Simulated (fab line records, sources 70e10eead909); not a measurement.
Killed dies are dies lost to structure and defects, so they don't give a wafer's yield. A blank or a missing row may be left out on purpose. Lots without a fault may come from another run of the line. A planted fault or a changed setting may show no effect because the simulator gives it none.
A struck lot beside a sound one | flow nand_harc | 15 steps out of a route of 1159
Sound: wafers L434.2, L434.5, L434.6. Struck: wafer L430.5. (L430.2 of the same lot was not struck and is left out.) The cause comes at the end.
At each step with rows: each side's tool, then ch and its chambers, then its first start. Under that, the readings that differ: sound wafers | struck wafers | difference of the means | sigmas: that difference in standard deviations of wafers without a fault.
alike: readings whose means differ by less than 2 such deviations, and words and numbers that are the same on both sides. not compared: withheld readings, readings that some wafer has no value for, bounds like >300 that may hide the same value, and numbers for which the record gives no deviation and whose values overlap.
The two part at a step that has a row with sigmas, a row that says differs or no value, or rows on one side only. Numbers that don't overlap but have no deviation are shown without sigmas and don't part them. A reading that every wafer of one side lacks parts them only if that side has two wafers or more.

NHARC_A_SGD_CUT_THK_MEAS_22: measures by ellipsometry.
  sound on film_metro-02, day 19 03:04; struck on film_metro-01, day 18 21:22
  alike: thk_nm
then, 2 steps without rows for these wafers: NHARC_A_SGD_CUT_SRD_23; NHARC_A_SGD_CUT_ETCH_26 (etches SiO2 in dHF, target depth 45.8 nm).
NHARC_A_SGD_CUT_ETCHBACK_24: etches the open film in CH3F/O2, target depth 50 nm, time 92.857 s.
  sound on rie_diel-13 ch 2,3, day 19 03:23; struck on rie_diel-02 ch 2, day 18 21:35
  alike: drypump_motor_current_A, oes_product_au, rf_vpp_V, showerhead_plenum_p_Torr, throttle_valve_pct
  not compared: rf_hours_counter_h
NHARC_A_SGD_CUT_STRIP_28: strips in O2, time 20 s.
  sound on rie_diel-13 ch 1,2,3; struck on rie_diel-02 ch 2, day 18 21:46
  reading      | sound          | struck | difference | sigmas
  rf_vpp_V (V) | 58.2 58.1 57.6 | 56.2   | -1.8       | -2
  alike: drypump_motor_current_A, oes_product_au, showerhead_plenum_p_Torr, throttle_valve_pct
  not compared: rf_hours_counter_h
NHARC_A_SGD_CUT_INSPECT_25:
  sound on defect_inspect-02, day 19 03:37; struck on defect_inspect-01, day 18 21:53
  alike: raw_defect_count
NHARC_A_SLIT_DEP_25: deposits SiO2, target thk 200 nm.
  sound on pecvd-04 ch 0,2, day 19 03:46; struck on pecvd-02 ch 2, day 18 22:10
  alike: heater_power_w, showerhead_vpp_V, throttle_valve_pct
NHARC_A_SLIT_DEP_00: deposits aC, target thk 3200 nm.
  sound on acl_dep-02 ch 0, day 19 05:23; struck on acl_dep-01 ch 0, day 19 00:28
  alike: throttle_valve_pct
NHARC_A_SLIT_DEP_23: deposits SiON, target thk 100 nm.
  sound on pecvd-01 ch 1,2, day 19 07:04; struck on pecvd-01 ch 0, day 19 02:08
  alike: heater_power_w, showerhead_vpp_V
then, 3 steps without rows for these wafers: NHARC_A_SLIT_DEHYDRATE_01 (time 120 s); NHARC_A_SLIT_HMDS_02 (time 30 s); NHARC_A_SLIT_COAT_03 (resist thk 90 nm).
NHARC_A_SLIT_SOFTBAKE_04: time 55 s.
  sound on litho_track-04 ch 0, day 19 07:00; struck on litho_track-01 ch 0, day 19 02:00
  reading                  | sound                | struck | difference | sigmas
  heater_power_total_W (W) | 188.74 188.56 188.28 | 196.80 | +8.27      | +59
then, 1 step without rows for these wafers: NHARC_A_SLIT_EBR_05.
-- the record jumps here: 5 days lie between the struck wafers' starts before and after (it left off in module A_SLIT and takes up again in module END, whose first step shown is number 1159 of the route) --
NHARC_END_SORT_01:
  sound on prober-01 ch 0, day 24 09:04; struck on prober-02 ch 0, day 23 23:05
  alike: killed_at_array, killed_at_other, killed_at_periphery, killed_dies, killed_open, killed_short

WHERE THEY PART
First at NHARC_A_SGD_CUT_STRIP_28; last, within this record, at NHARC_A_SLIT_SOFTBAKE_04. Later steps at which nothing parts them and some readings are alike: NHARC_END_SORT_01.

WHY: what the simulator had put in
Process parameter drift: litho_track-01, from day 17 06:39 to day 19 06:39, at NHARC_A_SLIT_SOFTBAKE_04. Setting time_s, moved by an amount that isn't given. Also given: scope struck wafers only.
